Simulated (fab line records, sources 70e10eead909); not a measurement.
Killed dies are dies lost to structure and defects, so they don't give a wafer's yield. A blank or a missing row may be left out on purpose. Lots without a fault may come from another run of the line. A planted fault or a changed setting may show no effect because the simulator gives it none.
Which tool did it? | flow nand_harc | 21 lots, 63 wafers sampled, at 3 steps of a route of 1302

WHAT THE GAUGES READ, wafer by wafer
NHARC_A_SGD_CUT_THK_MEAS_22: measures by ellipsometry.
lot  | measured     | on            | thk_nm (nm)
L075 | day 20 05:47 | film_metro-02 | 148.0 144.5 147.7
L076 | day 20 05:48 | film_metro-01 | 147.6 148.0 148.4
L078 | day 21 03:29 | film_metro-01 | 145.8 145.9 149.1
L077 | day 21 03:39 | film_metro-01 | 148.1 149.9 147.3
L079 | day 21 03:46 | film_metro-02 | 148.3 147.9 144.8
L080 | day 21 20:20 | film_metro-02 | 150.5 148.3 147.9
L082 | day 21 20:20 | film_metro-01 | 149.0 147.9 148.7
L081 | day 21 20:20 | film_metro-02 | 146.3 146.0 146.4
L083 | day 23 15:58 | film_metro-02 | 148.7 149.3 150.4
L085 | day 24 10:28 | film_metro-02 | 150.9 149.5 148.0
L086 | day 24 10:29 | film_metro-01 | 151.7 151.2 146.0
L087 | day 25 10:44 | film_metro-02 | 148.2 148.8 151.1
L089 | day 25 20:11 | film_metro-02 | 147.5 149.6 148.1
L088 | day 25 20:11 | film_metro-01 | 145.2 146.3 149.9
L090 | day 27 05:05 | film_metro-01 | 149.4 149.5 148.7
L091 | day 27 13:46 | film_metro-01 | 144.7 147.2 143.5
L094 | day 27 19:52 | film_metro-01 | 148.5 147.8 150.6
L093 | day 27 19:52 | film_metro-02 | 148.7 148.3 146.6
L096 | day 28 10:16 | film_metro-02 | 144.0 145.9 147.0
L095 | day 28 10:17 | film_metro-01 | 147.3 146.1 151.2
L097 | day 28 19:46 | film_metro-01 | 146.1 150.6 147.4

NHARC_A_SLIT_OVL_MEAS_10.
lot  | measured     | on         | overlay_x_nm (nm) | overlay_y_nm (nm)
L075 | day 20 11:32 | overlay-02 | 1.1 0.9 0.8       | 0.5 0.4 0.5
L076 | day 20 11:23 | overlay-01 | 0.1 -0.1 0.8      | -0.9 -1.1 -1.0
L078 | day 21 11:04 | overlay-01 | -1.1 -0.8 -1.2    | -0.6 -0.4 -0.7
L077 | day 21 11:32 | overlay-01 | -0.6 -0.6 -0.3    | 0.1 0.4 0.6
L079 | day 21 14:33 | overlay-02 | -1.2 -2.0 -0.9    | 0.6 0.9 0.7
L080 | day 22 04:55 | overlay-02 | -1.3 -0.7 -0.8    | -0.3 -0.6 -0.5
L082 | day 22 04:02 | overlay-02 | -2.2 -2.2 -2.3    | -0.4 0.0 -1.1
L081 | day 22 05:52 | overlay-02 | 2.1 1.4 1.9       | 0.4 0.4 0.7
L083 | day 23 23:37 | overlay-02 | 0.2 0.3 0.9       | 0.2 -0.3 0.5
L085 | day 24 19:18 | overlay-02 | -0.2 0.1 -0.8     | -0.5 -0.4 -0.1
L086 | day 24 19:09 | overlay-02 | -0.1 -0.3 -1.0    | 0.3 0.1 0.0
L087 | day 25 16:08 | overlay-01 | 0.9 1.2 0.6       | 0.9 -0.2 0.7
L089 | day 26 03:37 | overlay-02 | 0.4 0.5 0.5       | -0.4 -0.2 -0.5
L088 | day 26 04:38 | overlay-02 | 0.9 0.7 1.5       | -0.1 -0.2 -0.3
L090 | day 27 10:59 | overlay-01 | -0.7 -1.1 -0.2    | -1.5 -1.7 -1.6
L091 | day 27 20:01 | overlay-01 | -0.3 -0.1 -0.5    | 0.1 0.2 0.2
L094 | day 28 03:19 | overlay-02 | 1.1 1.7 1.6       | 1.5 1.5 1.3
L093 | day 28 02:24 | overlay-01 | 0.0 0.2 0.0       | -2.0 -1.9 -1.7
L096 | day 28 15:44 | overlay-02 | 0.7 0.0 0.2       | -1.7 -1.1 -2.0
L095 | day 28 15:35 | overlay-01 | 0.0 0.1 0.3       | -1.1 -1.7 -1.3
L097 | day 29 01:02 | overlay-02 | 0.5 0.3 0.8       | 1.0 0.7 0.6

WHICH TOOL RAN EACH LOT (tool, then ch and the chambers of the sampled wafers, then the start)
lot  | NHARC_A_SGD_CUT_STRIP_28
L075 | rie_diel-05 ch 0,1,3, day 20 06:11
L076 | rie_diel-08 ch 1,2, day 20 11:23 or earlier
L078 | rie_diel-08 ch 0,2, day 21 11:04 or earlier
L077 | rie_diel-05 ch 0,3, day 21 04:07
L079 | rie_diel-09 ch 1,2,3, day 21 14:33 or earlier
L080 | rie_diel-08 ch 2,3, day 22 04:55 or earlier
L082 | rie_diel-05 ch 0,1,3, day 21 20:43
L081 | rie_diel-08 ch 0,1, day 22 05:52 or earlier
L083 | rie_diel-09 ch 0,1,3, day 23 23:37 or earlier
L085 | rie_diel-08 ch 0,1,3, day 24 19:18 or earlier
L086 | rie_diel-09 ch 0,3, day 24 10:56
L087 | rie_diel-08 ch 0,3, day 25 16:08 or earlier
L089 | rie_diel-08 ch 0,2, day 26 03:37 or earlier
L088 | rie_diel-05 ch 1,2, day 26 04:38 or earlier
L090 | rie_diel-05 ch 1,2,3, day 27 10:59 or earlier
L091 | rie_diel-08 ch 0,1,2, day 27 20:01 or earlier
L094 | rie_diel-05 ch 0,1,3, day 28 03:19 or earlier
L093 | rie_diel-08 ch 0,3, day 28 02:24 or earlier
L096 | rie_diel-09 ch 0,1,2, day 28 10:40
L095 | rie_diel-08 ch 0,1,2, day 28 15:35 or earlier
L097 | rie_diel-05 ch 0,3, day 29 01:02 or earlier
- NHARC_A_SGD_CUT_STRIP_28: strips in O2, time 20 s.

WHAT THE TOOLS THEMSELVES READ (means of the sampled wafers that have a number; where no wafer has one, the mark that the record gives instead)
NHARC_A_SGD_CUT_STRIP_28.
lot  | tool        | chamber_pressure_mTorr (mTorr) | drypump_motor_current_A (A) | mfc_ar_sccm (sccm) | oes_product_au (a.u.) | rf_vpp_V (V) | showerhead_plenum_p_Torr (Torr) | throttle_valve_pct (%)
L075 | rie_diel-05 | 60.05                          | 5.9                         | 0.007              | 0.986                 | 57.7         | 3.60                            | 17.036
L076 | rie_diel-08 | 60.04                          | 5.6                         | 0.014              | 0.995                 | 57.7         | 3.51                            | 17.036
L078 | rie_diel-08 | 60.06                          | 5.8                         | 0.009              | 0.982                 | 58.3         | 3.66                            | 17.036
L077 | rie_diel-05 | 60.04                          | 5.6                         | 0.010              | 0.989                 | 57.9         | 3.60                            | 17.048
L079 | rie_diel-09 | 59.98                          | 5.6                         | 0.022              | 0.991                 | 57.7         | 3.48                            | 17.023
L080 | rie_diel-08 | 59.99                          | 5.8                         | 0.029              | 1.003                 | 57.4         | 3.57                            | 17.031
L082 | rie_diel-05 | 60.01                          | 5.8                         | 0.007              | 1.002                 | 58.1         | 3.60                            | 17.035
L081 | rie_diel-08 | 59.99                          | 5.1                         | 0.005              | 0.992                 | 57.5         | 3.46                            | 17.036
L083 | rie_diel-09 | 60.00                          | 5.9                         | 0.013              | 1.008                 | 57.9         | 3.48                            | 17.040
L085 | rie_diel-08 | 60.00                          | 5.3                         | 0.017              | 0.998                 | 57.9         | 3.46                            | 17.041
L086 | rie_diel-09 | 60.00                          | 6.1                         | 0.025              | 1.001                 | 57.6         | 3.62                            | 17.038
L087 | rie_diel-08 | 60.00                          | 5.4                         | 0.025              | 0.981                 | 57.3         | 3.49                            | 17.033
L089 | rie_diel-08 | 60.00                          | 5.8                         | 0.009              | 1.002                 | 58.6         | 3.65                            | 17.032
L088 | rie_diel-05 | 60.01                          | 6.2                         | 0.002              | 0.990                 | 58.0         | 3.41                            | 17.034
L090 | rie_diel-05 | 60.03                          | 6.1                         | 0.002              | 0.995                 | 58.3         | 3.51                            | 17.036
L091 | rie_diel-08 | 59.94                          | 5.5                         | 0.009              | 0.999                 | 57.1         | 3.53                            | 17.029
L094 | rie_diel-05 | 60.02                          | 5.8                         | 0.007              | 0.986                 | 58.6         | 3.60                            | 17.035
L093 | rie_diel-08 | 59.99                          | 5.4                         | 0.025              | 0.979                 | 58.0         | 3.48                            | 17.033
L096 | rie_diel-09 | 60.04                          | 5.8                         | 0.009              | 1.003                 | 57.4         | 3.38                            | 17.042
L095 | rie_diel-08 | 60.00                          | 5.5                         | 0.009              | 0.996                 | 57.8         | 3.53                            | 17.042
L097 | rie_diel-05 | 60.00                          | 5.8                         | 0.005              | 1.002                 | 58.0         | 3.59                            | 17.040

THE ANSWER, worked out from the rows above alone
Rule: what is usual is taken from the lots themselves. Put in order of their means at a reading, lots are off if they are a third of the lots or fewer, leave a main group of 4 or more, and stand apart from it by a gap of 3 or more times the standard deviation of the main group's means; of several such gaps the widest counts. A main group whose means are all the same, to the digits that the tables above print for the reading, isn't used. A lot without any number at a reading at which 4 lots or more have one is off too. The other lots that the step has rows for count as sound. The gauges are gone through in route order, then the tools' own readings, and for those a lot's mean is taken as printed above. The first step at which some lot is off is used, and at that step the reading that is off furthest; a lot without a number counts as furthest.
No lot is off at any reading shown: from this, nothing can be told.

WHAT THE SIMULATOR HAD PUT IN
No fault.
